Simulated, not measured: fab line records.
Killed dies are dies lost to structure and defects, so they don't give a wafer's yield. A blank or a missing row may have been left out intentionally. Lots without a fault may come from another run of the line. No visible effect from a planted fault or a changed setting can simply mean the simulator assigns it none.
fab line records -- flow n5-finfet -- part 2 of 2: steps 21 to 25 of 25
record: lots: 5, wafers: 15, last-day: 15
route steps=1938 shown BEOL_M15@1787
lots that met no fault: from a run of the same line without faults
start-h: hours from the record's first day to the start of the lot's first wafer shown -- wait-h: hours elapsed since this lot's preceding step -- " as in the row above -- L1.1+2: several wafers, shown together as one row -- - no value, or no start given -- * or withheld: withheld -- < > ~ a bound
route shown NAME@n: NAME is a module with steps in the file, n the number in the route of the first one -- usual: mean/standard deviation taken from wafers without a fault -- same: alike in all rows -- chamber/n: place in a boat -- sites: the reading at each site -- _std_site: standard deviation across them -- _edge_site: outer sites' mean less inner sites' -- radius-mm: for every site, how far away it sits from the centre of the wafer -- mask NAME#n: copy n -- behind: the most recent tool/chamber to have shaped the wafer -- hold: the reason the lot was held/the length of the hold in hours/how it ended -- device: the transistor (n, p or np) that didn't switch -- end of line: tests run on the same wafers once the route is complete -- step lacking rows: just its recipe -- killed: the dies lost at the first sort to structure and to defects; this is not the yield of the wafer -- map: a wafer's dies, marking killed ones x, the rest . and places with no die _
set.NAME: the setting that was run; set.NAME@STEP: the one run at that earlier step -- model.NAME: the simulator's own value behind a step, which no gauge read
certain route steps with their lots: each step a table, each wafer a row
services: a tool's chamber out of use, with start hour (start-h, from the record's first day; less than 0 if before it), hours out, and reason
== steps ==
step: N5_BEOL_M15_DESCUM_33
recipe: chemistry: O2, time-s: 7.9, source-power-w: 50, bias-power-w: 20, pressure-mtorr: 20, rf-frequency-hz: 2.712e+07, temp-c: 40, o2-flow-sccm: 225
usual: drypump-motor-current-A: 5.7/0.51, oes-product-au: 0.81/0.079, rf-vpp-V: 243.7/1.2, showerhead-plenum-p-Torr: 2.13/0.063, throttle-valve-pct: 20.31/0.25
lot.wafer,tool,chamber,start-h,wait-h,drypump-motor-current-A,oes-product-au,rf-hours-counter-h,rf-vpp-V,showerhead-plenum-p-Torr,throttle-valve-pct
L078.1,rie-diel-06,1,271.88,0.0,5.9,0.88,37,243.9,2.13,20.17
L078.3,rie-diel-06,2,271.88,0.0,6.4,0.69,230,240.4,1.98,21.00
L078.6,rie-diel-06,1,271.88,0.0,5.9,0.89,-,243.6,2.13,20.17
L082.1,rie-diel-06,0,290.14,0.0,5.0,0.80,86,243.3,2.21,20.33
L082.4,rie-diel-06,3,290.14,0.0,6.2,0.85,58,244.6,2.12,19.80
L082.6,rie-diel-06,3,290.14,0.0,6.2,0.85,-,243.4,2.12,19.81
L083.2,rie-diel-06,0,301.50,0.0,5.0,0.81,89,244.4,2.21,20.32
L083.3,rie-diel-06,3,301.50,0.0,6.2,0.85,60,243.4,2.12,19.81
L083.6,rie-diel-06,3,301.50,0.0,6.2,0.86,-,243.9,2.12,19.80
L087.1,rie-diel-01,2,329.71,0.4,5.4,0.92,17,242.8,2.14,20.31
L087.3,rie-diel-01,1,329.71,0.4,5.0,0.81,82,246.8,2.20,20.31
L087.6,rie-diel-01,1,329.71,0.4,5.0,0.81,-,244.5,2.20,20.32
L091.3,rie-diel-01,2,344.73,0.2,5.4,0.91,22,243.3,2.14,20.32
L091.5,rie-diel-01,2,344.73,0.2,5.4,0.92,-,243.1,2.14,20.31
L091.6,rie-diel-01,3,344.73,0.2,5.7,0.80,-,242.3,2.02,20.27
step: N5_BEOL_M15_ETCH_61
recipe: chemistry: N2/H2, target: BARC, target-depth-a: 890, overetch-a: 267, time-s: 67.9, ion-energy-ev: 200, pressure-mtorr: 30, source-w: 840, bias-w: 150, n2-flow-sccm: 200, h2-flow-sccm: 200
usual: drypump-motor-current-A: 5.7/0.51, oes-product-au: 0.69/0.064, rf-vpp-V: 525.2/2.4, showerhead-plenum-p-Torr: 2.59/0.075, throttle-valve-pct: 17.73/0.26
lot.wafer,tool,chamber,start-h,wait-h,drypump-motor-current-A,oes-product-au,rf-hours-counter-h,rf-vpp-V,showerhead-plenum-p-Torr,throttle-valve-pct
L078.1,rie-diel-06,1,271.92,0.0,5.9,0.75,37,524.5,2.58,17.59
L078.3,rie-diel-06,2,271.92,0.0,6.4,0.59,230,519.5,2.40,18.46
L078.6,rie-diel-06,1,271.92,0.0,5.9,0.75,-,522.9,2.58,17.59
L082.1,rie-diel-06,0,290.18,0.0,5.0,0.70,86,528.3,2.67,17.58
L082.4,rie-diel-06,3,290.18,0.0,6.2,0.72,58,524.3,2.58,17.29
L082.6,rie-diel-06,3,290.18,0.0,6.2,0.73,-,525.0,2.58,17.29
L083.2,rie-diel-06,0,301.54,0.0,5.0,0.69,89,527.8,2.67,17.60
L083.3,rie-diel-06,3,301.54,0.0,6.2,0.73,60,524.5,2.58,17.31
L083.6,rie-diel-06,3,301.54,0.0,6.2,0.73,-,525.0,2.58,17.30
L087.1,rie-diel-01,2,329.74,0.0,5.4,0.79,17,525.1,2.60,17.71
L087.3,rie-diel-01,1,329.74,0.0,5.0,0.69,82,527.6,2.69,17.75
L087.6,rie-diel-01,1,329.74,0.0,5.0,0.69,-,527.9,2.69,17.75
L091.3,rie-diel-01,2,344.76,0.0,5.4,0.77,22,525.7,2.60,17.72
L091.5,rie-diel-01,2,344.76,0.0,5.4,0.77,-,526.6,2.60,17.72
L091.6,rie-diel-01,3,344.76,0.0,5.7,0.66,-,522.2,2.46,17.70
step: N5_BEOL_M15_TRENCH_ETCH_34
recipe: chemistry: C4F8/O2/Ar, target: SiO2, target-depth-a: 8729.3, he-inner-torr: 15, he-outer-torr: 30, time-s: 199, ion-energy-ev: 800, pressure-mtorr: 20, source-w: 1905, bias-w: 2040, Ar_flow_sccm: 400, C4F8_flow_sccm: 16, O2_flow_sccm: 12
usual: drypump-motor-current-A: 5.7/0.51, mfc-ar-sccm: 400.0/1.3, oes_ar_750_au: 0.81/0.076, oes_f_703_au: 0.81/0.078, oes-product-au: 0.81/0.081, rf-vpp-V: 2225/16, showerhead-plenum-p-Torr: 3.49/0.093, throttle-valve-pct: 30.74/0.29
lot.wafer,tool,chamber,start-h,wait-h,drypump-motor-current-A,mfc-ar-sccm,oes_ar_750_au,oes_f_703_au,oes-product-au,rf-hours-counter-h,rf-vpp-V,showerhead-plenum-p-Torr,throttle-valve-pct
L078.1,rie-diel-06,1,271.97,0.0,5.9,399.2,0.88,0.88,0.89,37,2234,3.50,30.74
L078.3,rie-diel-06,2,271.97,0.0,6.4,402.2,0.69,0.69,0.69,230,2187,3.28,31.54
L078.6,rie-diel-06,1,271.97,0.0,5.9,397.9,0.88,0.88,0.89,-,2235,3.50,30.74
L082.1,rie-diel-06,0,290.23,0.0,5.0,398.8,0.82,0.83,0.82,86,2215,3.60,30.71
L082.4,rie-diel-06,3,290.23,0.0,6.2,399.5,0.86,0.86,0.87,58,2233,3.48,30.16
L082.6,rie-diel-06,3,290.23,0.0,6.2,399.5,0.85,0.86,0.86,-,2231,3.48,30.19
L083.2,rie-diel-06,0,301.59,0.0,5.0,401.2,0.82,0.82,0.81,89,2215,3.60,30.70
L083.3,rie-diel-06,3,301.59,0.0,6.2,396.7,0.86,0.86,0.87,61,2232,3.47,30.19
L083.6,rie-diel-06,3,301.59,0.0,6.2,400.1,0.85,0.86,0.86,-,2232,3.47,30.17
L087.1,rie-diel-01,2,329.79,0.0,5.4,397.0,0.93,0.92,0.94,18,2244,3.51,30.84
L087.3,rie-diel-01,1,329.79,0.0,5.0,400.1,0.81,0.82,0.81,82,2202,3.60,30.70
L087.6,rie-diel-01,1,329.79,0.0,5.0,399.7,0.81,0.82,0.81,-,2205,3.60,30.71
L091.3,rie-diel-01,2,344.81,0.0,5.4,398.9,0.91,0.91,0.91,22,2243,3.50,30.86
L091.5,rie-diel-01,2,344.81,0.0,5.4,397.6,0.91,0.92,0.92,-,2244,3.50,30.84
L091.6,rie-diel-01,3,344.81,0.0,5.7,400.7,0.78,0.77,0.78,-,2221,3.32,30.69
step: N5_BEOL_M15_STRIP_36
recipe: chemistry: O2, power-w: 600, temp-c: 60, pressure-mtorr: 30, rf-frequency-hz: 6e+07, bias-power-w: 0, overash-fraction: 0.3, o2-flow-sccm: 225
usual: drypump-motor-current-A: 5.8/0.53, oes-product-au: 0.79/0.078, rf-vpp-V: 3.7/0.95, showerhead-plenum-p-Torr: 2.14/0.062, throttle-valve-pct: 16.59/0.25
same: overash-fraction: 0.3
lot.wafer,tool,chamber,start-h,wait-h,drypump-motor-current-A,oes-product-au,rf-hours-counter-h,rf-vpp-V,showerhead-plenum-p-Torr,throttle-valve-pct
L078.1,rie-diel-03,0,279.97,7.8,5.3,0.70,207,2.5,2.17,16.47
L078.3,rie-diel-03,3,279.97,7.8,5.7,0.90,34,3.4,2.14,16.57
L078.6,rie-diel-03,1,279.97,7.8,6.0,0.70,-,3.5,2.17,16.84
L082.1,rie-diel-01,2,292.01,1.6,5.4,0.96,5,4.8,2.15,16.45
L082.4,rie-diel-01,3,292.01,1.6,5.7,0.82,98,2.7,2.03,16.51
L082.6,rie-diel-01,1,292.01,1.6,5.0,0.82,-,3.8,2.21,16.57
L083.2,rie-diel-03,3,301.81,0.0,5.7,0.85,41,4.3,2.14,16.58
L083.3,rie-diel-03,1,301.81,0.0,5.9,0.71,227,4.4,2.16,16.87
L083.6,rie-diel-03,2,301.81,0.0,6.0,0.69,-,5.4,2.16,16.81
L087.1,rie-diel-01,0,330.97,1.0,6.6,0.71,218,3.6,2.15,16.66
L087.3,rie-diel-01,2,330.97,1.0,5.4,0.91,18,4.8,2.15,16.51
L087.6,rie-diel-01,0,330.97,1.0,6.7,0.71,-,2.4,2.15,16.66
L091.3,rie-diel-06,3,346.49,1.5,6.2,0.84,75,4.4,2.12,16.13
L091.5,rie-diel-06,1,346.49,1.5,5.9,0.85,-,2.7,2.13,16.45
L091.6,rie-diel-06,0,346.49,1.5,5.0,0.79,-,3.0,2.21,16.58
step: N5_BEOL_M15_STRIP_62
recipe: chemistry: O2, power-w: 600, temp-c: 60, pressure-mtorr: 30, rf-frequency-hz: 6e+07, bias-power-w: 0, overash-fraction: 0.3, o2-flow-sccm: 225
usual: drypump-motor-current-A: 5.8/0.53, oes-product-au: 0.79/0.079, rf-vpp-V: 3.6/0.48, showerhead-plenum-p-Torr: 2.14/0.063, throttle-valve-pct: 16.59/0.25
same: overash-fraction: 0.3
lot.wafer,tool,chamber,start-h,wait-h,drypump-motor-current-A,oes-product-au,rf-hours-counter-h,rf-vpp-V,showerhead-plenum-p-Torr,throttle-valve-pct
L078.1,rie-diel-03,0,-,-,5.2,0.70,207,3.4,2.17,16.51
L078.3,rie-diel-03,3,-,-,5.7,0.88,34,4.3,2.14,16.55
L078.6,rie-diel-03,1,-,-,5.9,0.72,-,3.8,2.16,16.85
L082.1,rie-diel-01,2,-,-,5.4,0.97,5,4.3,2.15,16.46
L082.4,rie-diel-01,3,-,-,5.7,0.81,98,4.3,2.03,16.48
L082.6,rie-diel-01,1,-,-,5.0,0.83,-,3.6,2.21,16.55
L083.2,rie-diel-03,3,-,-,5.7,0.88,41,2.9,2.14,16.55
L083.3,rie-diel-03,1,-,-,5.9,0.72,227,4.2,2.16,16.85
L083.6,rie-diel-03,2,-,-,6.0,0.70,-,3.7,2.16,16.82
L087.1,rie-diel-01,0,-,-,6.7,0.72,218,3.6,2.15,16.66
L087.3,rie-diel-01,2,-,-,5.4,0.92,18,3.9,2.15,16.49
L087.6,rie-diel-01,0,-,-,6.7,0.71,-,3.5,2.15,16.65
L091.3,rie-diel-06,3,-,-,6.1,0.84,75,3.2,2.12,16.13
L091.5,rie-diel-06,1,-,-,5.9,0.85,-,4.4,2.13,16.44
L091.6,rie-diel-06,0,-,-,5.0,0.80,-,4.5,2.21,16.58
== services ==
tool,chamber,start-h,hours,kind
krf-scanner-02,-,247.94,1.3,pm
krf-scanner-01,-,251.09,0.8,pm
rie-diel-01,2,252.57,-,clean
rie-diel-01,2,252.57,-,consumable-replace:focus-ring
rie-diel-01,2,252.57,22.7,scheduled-down
rie-diel-01,2,252.57,22.7,vent-cycle
rie-diel-03,1,262.53,4.8,repair
rie-diel-01,3,277.69,5.4,repair
krf-scanner-02,-,299.49,1.0,pm
krf-scanner-01,-,323.09,1.0,pm
rie-diel-03,-,328.19,2.8,pm
rie-diel-06,2,340.52,-,clean
rie-diel-06,2,340.52,-,consumable-replace:focus-ring
rie-diel-06,2,340.52,-,consumable-replace:showerhead
rie-diel-06,2,340.52,28.2,scheduled-down
rie-diel-06,2,340.52,28.2,vent-cycle
krf-scanner-02,-,342.63,0.8,pm
